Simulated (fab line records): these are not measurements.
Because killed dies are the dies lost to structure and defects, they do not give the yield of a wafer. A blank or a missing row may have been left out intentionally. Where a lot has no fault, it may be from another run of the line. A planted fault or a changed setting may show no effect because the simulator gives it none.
Which tool is to blame?	flow nandHarc	Sampling: 24 lots, 72 wafers, 6 of 1159 route steps

WHAT THE GAUGES READ, wafer by wafer
No reading from a measuring or inspecting step in the record can be judged against a usual standard deviation.

TOOL THAT RAN EACH LOT (tool first, then ch and the chambers of the sampled wafers, then the start)
lot	NHARC_A_WL_FILL_CMP_12	NHARC_A_CONTACT_DEP_24	NHARC_A_CONTACT_ETCH_118	NHARC_A_CONTACT_ETCH_119	NHARC_A_CONTACT_DESCUM_74	NHARC_A_CONTACT_ETCH_77
L076	cmp-03 ch 1,2,3, day 15 20:09	pecvd-02 ch 0,1, day 15 20:43	harCapEtch-03 ch 0,1, day 16 07:03	harCapEtch-03 ch 0,1, day 16 07:10	rieDiel-05 ch 0,2,3, day 16 14:17	rieDiel-05 ch 1,2,3, no start
L074	cmp-01 ch 0,1,2, day 16 00:11	pecvd-03 ch 0,1, day 16 00:43	harCapEtch-03 ch 0,1, day 16 12:12	harCapEtch-03 ch 0,1, day 16 12:17	rieDiel-02 ch 0,1,3, day 16 19:43	rieDiel-02 ch 0,2,3, no start
L075	cmp-03 ch 0,1,2, day 16 00:55	pecvd-03 ch 0,2, day 16 01:28	harCapEtch-01 ch 0,1, day 16 12:59	harCapEtch-01 ch 0,1, day 16 13:06	rieDiel-05 ch 1,2,3, day 16 21:14	rieDiel-05 ch 1,2,3, no start
L077	cmp-01 ch 0,1,2, day 16 10:03	pecvd-03 ch 1,2, day 16 10:35	harCapEtch-02 ch 0,1, day 16 17:40	harCapEtch-02 ch 0,1, day 16 17:45	rieDiel-05 ch 0,1,3, day 17 00:11	rieDiel-05 ch 0,1,3, no start
L078	cmp-01 ch 1,2,3, day 16 12:44	pecvd-02 ch 1,2, day 16 13:15	harCapEtch-02 ch 0,1, day 16 21:47	harCapEtch-02 ch 0,1, day 16 21:53	rieDiel-13 ch 0,1,2, day 17 03:08	rieDiel-13 ch 0,1,2, no start
L080	cmp-01 ch 0,2, day 17 11:10	pecvd-02 ch 1,2, day 17 11:49	harCapEtch-03 ch 0,1, day 17 18:22	harCapEtch-03 ch 0,1, day 17 18:27	rieDiel-05 ch 1,2, day 18 02:07	rieDiel-05 ch 0,1,2, no start
L079	cmp-04 ch 1,2,3, day 17 14:37	pecvd-02 ch 1,2, day 17 15:08	harCapEtch-02 ch 0,1, day 17 20:55	harCapEtch-02 ch 0,1, day 17 21:00	rieDiel-05 ch 0,2, day 18 02:16	rieDiel-05 ch 1,3, no start
L081	cmp-01 ch 0,1,2, day 17 17:40	pecvd-01 ch 0,1,2, day 17 18:16	harCapEtch-01 ch 0,1, day 17 23:56	harCapEtch-01 ch 0,1, day 18 00:02	rieDiel-05 ch 1,2,3, day 18 04:43	rieDiel-05 ch 0,2,3, no start
L082	cmp-03 ch 1,2,3, day 18 03:37	pecvd-02 ch 0,2, day 18 04:08	harCapEtch-03 ch 0,1, day 18 09:58	harCapEtch-03 ch 0,1, day 18 10:04	rieDiel-13 ch 0,1,3, day 18 17:09	rieDiel-13 ch 0,1,3, no start
L083	cmp-01 ch 0,1, day 18 03:52	pecvd-03 ch 0,2, day 18 04:43	harCapEtch-02 ch 0,1, day 18 10:56	harCapEtch-02 ch 0,1, day 18 11:02	rieDiel-13 ch 0,1,2, day 18 17:40	rieDiel-13 ch 1,2,3, no start
L084	cmp-03 ch 0,1,2, day 18 15:52	pecvd-03 ch 0,1,2, day 18 16:27	harCapEtch-01 ch 0,1, day 18 22:09	harCapEtch-01 ch 0,1, day 18 22:14	rieDiel-05 ch 1,3, day 19 03:42	rieDiel-05 ch 0,1,3, no start
L087	cmp-04 ch 1,3, day 18 20:46	pecvd-02 ch 0,1,2, day 18 21:22	harCapEtch-01 ch 0,1, day 19 04:17	harCapEtch-01 ch 0,1, day 19 04:23	rieDiel-05 ch 0,1,3, day 19 09:16	rieDiel-05 ch 0,3, no start
L088	cmp-04 ch 0,1,3, day 18 22:50	pecvd-03 ch 1,2, day 18 23:28	harCapEtch-03 ch 0,1, day 19 07:33	harCapEtch-03 ch 0,1, day 19 07:40	rieDiel-05 ch 1,2,3, day 19 13:50	rieDiel-05 ch 0,1,3, no start
L086	cmp-03 ch 0,1, day 19 10:13	pecvd-02 ch 0,2, day 19 10:45	harCapEtch-01 ch 0,1, day 19 16:36	harCapEtch-01 ch 0,1, day 19 16:41	rieDiel-05 ch 0,2, day 19 22:28	rieDiel-05 ch 1,2, no start
L089	cmp-03 ch 0,1,3, day 19 12:55	pecvd-03 ch 0,1,2, day 19 13:33	harCapEtch-03 ch 0,1, day 19 19:32	harCapEtch-03 ch 0,1, day 19 19:40	rieDiel-05 ch 0,1,2, day 20 00:41	rieDiel-05 ch 1,2, no start
L085	cmp-03 ch 0,1,2, day 19 14:37	pecvd-02 ch 0,1,2, day 19 15:09	harCapEtch-01 ch 0,1, day 19 20:54	harCapEtch-01 ch 0,1, day 19 20:59	rieDiel-05 ch 0,1,3, day 20 01:47	rieDiel-05 ch 1,2,3, no start
L092	cmp-03 ch 0,1, day 20 02:27	pecvd-03 ch 0,2, day 20 03:02	harCapEtch-01 ch 0,1, day 20 08:37	harCapEtch-01 ch 0,1, day 20 08:43	rieDiel-05 ch 1,2,3, day 20 14:39	rieDiel-05 ch 1,2,3, no start
L091	cmp-03 ch 0,2, day 20 06:42	pecvd-02 ch 0,2, day 20 07:18	harCapEtch-02 ch 0,1, day 20 13:09	harCapEtch-02 ch 0,1, day 20 13:14	rieDiel-05 ch 0,1,3, day 20 18:47	rieDiel-05 ch 0,1,3, no start
L090	cmp-01 ch 0,1,2, day 20 06:46	pecvd-01 ch 0,2, day 20 07:23	harCapEtch-01 ch 0,1, day 20 13:37	harCapEtch-01 ch 0,1, day 20 13:43	rieDiel-05 ch 0,1,2, day 20 20:33	rieDiel-05 ch 0,2,3, no start
L093	cmp-03 ch 1,2,3, day 20 19:31	pecvd-01 ch 0,1,2, day 20 20:06	harCapEtch-02 ch 0,1, day 21 02:00	harCapEtch-02 ch 0,1, day 21 02:05	rieDiel-13 ch 1,2,3, day 21 07:02	rieDiel-13 ch 0,2,3, no start
L095	cmp-03 ch 0,2,3, day 21 13:47	pecvd-02 ch 1,2, day 21 14:24	harCapEtch-03 ch 1, day 21 20:08	harCapEtch-03 ch 1, day 21 20:14	rieDiel-13 ch 1,2,3, day 22 02:14	rieDiel-13 ch 0,1, no start
L097	cmp-03 ch 0,1, day 21 16:50	pecvd-02 ch 0,1,2, day 21 17:31	harCapEtch-02 ch 0,1, day 21 23:19	harCapEtch-02 ch 0,1, day 21 23:24	rieDiel-05 ch 1,2,3, day 22 04:16	rieDiel-05 ch 0,2, no start
L096	cmp-01 ch 0,2, day 21 19:11	pecvd-01 ch 0,1,2, day 21 19:43	harCapEtch-01 ch 0,1, day 22 01:29	harCapEtch-01 ch 0,1, day 22 01:34	rieDiel-13 ch 1,2, day 22 06:23	rieDiel-13 ch 0,2,3, no start
L094	cmp-01 ch 0,1,3, day 21 21:13	pecvd-03 ch 0,1,2, day 21 21:44	harCapEtch-03 ch 0,1, day 22 03:33	harCapEtch-03 ch 0,1, day 22 03:38	rieDiel-13 ch 0,1,3, day 22 08:21	rieDiel-13 ch 1,3, no start
- NHARC_A_WL_FILL_CMP_12: polishes, t overpolish 30 s, target thk 75 nm.
- NHARC_A_CONTACT_DEP_24: deposits SiO2, target thk 500 nm.
- NHARC_A_CONTACT_ETCH_118: etches the open film in C4F8/O2/Ar, time 94 s, target depth 922 nm.
- NHARC_A_CONTACT_ETCH_119: etches the open film in C4F8/O2/Ar, time 94 s, target depth 922 nm.
- NHARC_A_CONTACT_DESCUM_74: chemistry O2, time 3 s.
- NHARC_A_CONTACT_ETCH_77: etches the open film in CF4/CHF3, target depth 72.6 nm, time 36.3 s.

AS READ BY THE TOOLS THEMSELVES (means over the sampled wafers that have a number; for cases with no such wafer, the mark the record gives instead)
NHARC_A_WL_FILL_CMP_12. Usual: motorCurrentA 11.9 A, standard deviation 1.1; overpolishRunS 30.001 s, standard deviation 0.011; timeToEndpointS 14.7 s, standard deviation 2.
lot	tool	motorCurrentA (A)	overpolishRunS (s)	timeToEndpointS (s)	flag
L076	cmp-03	12.2	29.999	15.3	
L074	cmp-01	12.3	30.000	16.3	
L075	cmp-03	11.6	29.997	14.0	
L077	cmp-01	12.1	30.000	13.0	
L078	cmp-01	12.0	30.005	14.0	
L080	cmp-01	11.8	29.996	13.4	
L079	cmp-04	11.2	30.009	14.3	
L081	cmp-01	11.9	30.000	16.2	
L082	cmp-03	12.2	29.995	14.6	
L083	cmp-01	12.5	30.000	14.8	
L084	cmp-03	11.6	29.996	14.3	
L087	cmp-04	10.7	30.013	16.0	
L088	cmp-04	11.6	30.007	15.7	
L086	cmp-03	10.7	29.992	15.6	
L089	cmp-03	11.3	30.008	16.0	
L085	cmp-03	11.5	30.001	15.3	
L092	cmp-03	10.6	30.007	15.5	
L091	cmp-03	11.9	30.010	15.6	
L090	cmp-01	12.0	29.999	14.8	
L093	cmp-03	12.5	30.010	14.5	
L095	cmp-03	12.1	29.992	13.8	
L097	cmp-03	10.8	30.003	16.9	
L096	cmp-01	11.9	30.002	16.6	
L094	cmp-01	11.8	30.004	15.1	

NHARC_A_CONTACT_DEP_24. Usual: chamberPressureTorr 6.499 Torr, standard deviation 0.015; heaterPowerOuterW 283 W, standard deviation 61; heaterPowerW 533 W, standard deviation 82; showerheadVppV 1880 V, standard deviation 67; throttleValvePct 15.8 %, standard deviation 0.58.
lot	tool	chamberPressureTorr (Torr)	heaterPowerOuterW (W)	heaterPowerW (W)	showerheadVppV (V)	throttleValvePct (%)	flag
L076	pecvd-02	6.501	238	481	1828	15.4	
L074	pecvd-03	6.502	368	635	1940	16.3	
L075	pecvd-03	6.513	257	500	1935	16.2	
L077	pecvd-03	6.514	317	582	1922	15.0	
L078	pecvd-02	6.498	275	527	1802	15.7	
L080	pecvd-02	6.496	223	453	1836	15.6	
L079	pecvd-02	6.480	269	511	1815	15.8	
L081	pecvd-01	6.500	310	598	1965	16.1	
L082	pecvd-02	6.503	263	487	1794	15.9	
L083	pecvd-03	6.493	229	461	1921	16.2	
L084	pecvd-03	6.496	297	542	1911	15.9	
L087	pecvd-02	6.506	288	532	1825	15.7	
L088	pecvd-03	6.493	257	501	1903	15.7	
L086	pecvd-02	6.500	330	576	1804	16.1	
L089	pecvd-03	6.479	308	558	1919	16.0	
L085	pecvd-02	6.493	274	525	1817	15.8	
L092	pecvd-03	6.511	269	513	1920	16.1	
L091	pecvd-02	6.488	306	554	1805	16.1	
L090	pecvd-01	6.492	284	537	1945	15.8	
L093	pecvd-01	6.494	309	590	1965	15.7	
L095	pecvd-02	6.491	307	578	1830	15.7	
L097	pecvd-02	6.488	272	502	1823	15.7	
L096	pecvd-01	6.501	294	565	1958	15.8	
L094	pecvd-03	6.497	296	555	1928	15.7	

NHARC_A_CONTACT_DESCUM_74. Usual: drypumpMotorCurrentA 5.7 A, standard deviation 0.47; oesProductAu 0.995 a.u., standard deviation 0.01; rfVppV 57.4 V, standard deviation 0.93; showerheadPlenumPTorr 1.85 Torr, standard deviation 0.077; throttleValvePct 11.312 %, standard deviation 0.009.
lot	tool	drypumpMotorCurrentA (A)	oesProductAu (a.u.)	rfVppV (V)	showerheadPlenumPTorr (Torr)	throttleValvePct (%)	flag
L076	rieDiel-05	6.0	0.995	57.5	1.87	11.312	
L074	rieDiel-02	6.1	1.005	57.2	1.88	11.313	
L075	rieDiel-05	5.8	0.985	57.7	1.87	11.317	
L077	rieDiel-05	5.6	0.986	57.6	1.86	11.309	
L078	rieDiel-13	5.5	1.003	57.1	1.85	11.315	
L080	rieDiel-05	6.2	0.995	57.2	1.80	11.306	
L079	rieDiel-05	6.1	0.993	57.4	1.79	11.307	
L081	rieDiel-05	5.8	0.997	58.0	1.86	11.320	
L082	rieDiel-13	5.5	1.000	58.0	1.88	11.317	
L083	rieDiel-13	5.5	0.992	57.1	1.85	11.315	
L084	rieDiel-05	5.4	0.994	57.9	1.86	11.305	
L087	rieDiel-05	5.6	1.005	57.1	1.85	11.312	
L088	rieDiel-05	5.8	0.992	58.3	1.86	11.312	
L086	rieDiel-05	6.1	0.997	57.1	1.79	11.308	
L089	rieDiel-05	5.9	1.005	57.2	1.79	11.311	
L085	rieDiel-05	5.6	0.991	58.0	1.85	11.302	
L092	rieDiel-05	5.8	0.984	57.7	1.86	11.306	
L091	rieDiel-05	5.6	0.993	56.7	1.85	11.310	
L090	rieDiel-05	5.9	0.991	57.8	1.79	11.320	
L093	rieDiel-13	5.7	1.000	57.7	1.88	11.307	
L095	rieDiel-13	5.7	0.989	57.0	1.88	11.320	
L097	rieDiel-05	5.8	0.987	58.0	1.86	11.317	
L096	rieDiel-13	5.6	0.997	56.9	1.87	11.313	
L094	rieDiel-13	5.5	1.000	57.5	1.87	11.310	

NHARC_A_CONTACT_ETCH_77. Usual: biasW 200.0 W, standard deviation 0.56; drypumpMotorCurrentA 5.8 A, standard deviation 0.48; oesProductAu 0.933 a.u., standard deviation 0.021; rfVppV 368.9 V, standard deviation 2.1; showerheadPlenumPTorr 1.52 Torr, standard deviation 0.059; throttleValvePct 16.803 %, standard deviation 0.0099.
lot	tool	biasW (W)	drypumpMotorCurrentA (A)	oesProductAu (a.u.)	rfVppV (V)	showerheadPlenumPTorr (Torr)	throttleValvePct (%)	flag
L076	rieDiel-05	200.3	5.9	0.913	369.8	1.54	16.796	
L074	rieDiel-02	200.1	5.9	0.977	370.5	1.57	16.809	
L075	rieDiel-05	200.2	5.8	0.956	369.2	1.54	16.807	
L077	rieDiel-05	199.6	5.5	0.959	369.9	1.53	16.802	
L078	rieDiel-13	200.0	5.4	0.918	369.8	1.52	16.798	
L080	rieDiel-05	199.8	5.9	0.913	368.1	1.48	16.798	
L079	rieDiel-05	200.2	5.5	0.917	370.7	1.58	16.799	
L081	rieDiel-05	199.7	6.1	0.917	369.2	1.53	16.815	
L082	rieDiel-13	200.0	5.5	0.936	369.0	1.55	16.803	
L083	rieDiel-13	199.9	5.7	0.952	369.5	1.55	16.796	
L084	rieDiel-05	199.9	5.6	0.955	368.5	1.53	16.809	
L087	rieDiel-05	199.5	5.7	0.921	370.6	1.58	16.805	
L088	rieDiel-05	200.2	5.6	0.962	367.8	1.53	16.794	
L086	rieDiel-05	200.2	6.2	0.961	368.2	1.49	16.803	
L089	rieDiel-05	199.4	6.2	0.922	368.3	1.49	16.813	
L085	rieDiel-05	199.8	5.8	0.919	368.7	1.53	16.804	
L092	rieDiel-05	200.3	5.9	0.921	368.9	1.53	16.814	
L091	rieDiel-05	200.1	5.6	0.914	369.0	1.53	16.800	
L090	rieDiel-05	200.1	6.1	0.928	369.3	1.53	16.802	
L093	rieDiel-13	199.8	5.5	0.925	368.6	1.52	16.802	
L095	rieDiel-13	199.8	5.4	0.938	369.1	1.54	16.800	
L097	rieDiel-05	200.0	6.1	0.932	367.6	1.48	16.797	
L096	rieDiel-13	200.1	5.5	0.917	367.9	1.52	16.796	
L094	rieDiel-13	199.9	5.6	0.925	370.0	1.57	16.796	

THE ANSWER, worked out from the rows above alone
Rule: lot off if the mean of its wafers having a number is beyond 3 standard deviations from the usual mean. A lot without any number at a reading at which 4 lots or more have one is off too. Any other lot the step has rows for is counted as sound. After the gauges, taken in route order, come the tools' own readings; for these a lot's mean is taken, as printed above. The first step at which some lot is off is used, and at that step the reading that is off furthest; a lot without a number counts as furthest.
Nothing can be told from this: no lot is off at any reading shown.

WHAT THE SIMULATOR PUT IN
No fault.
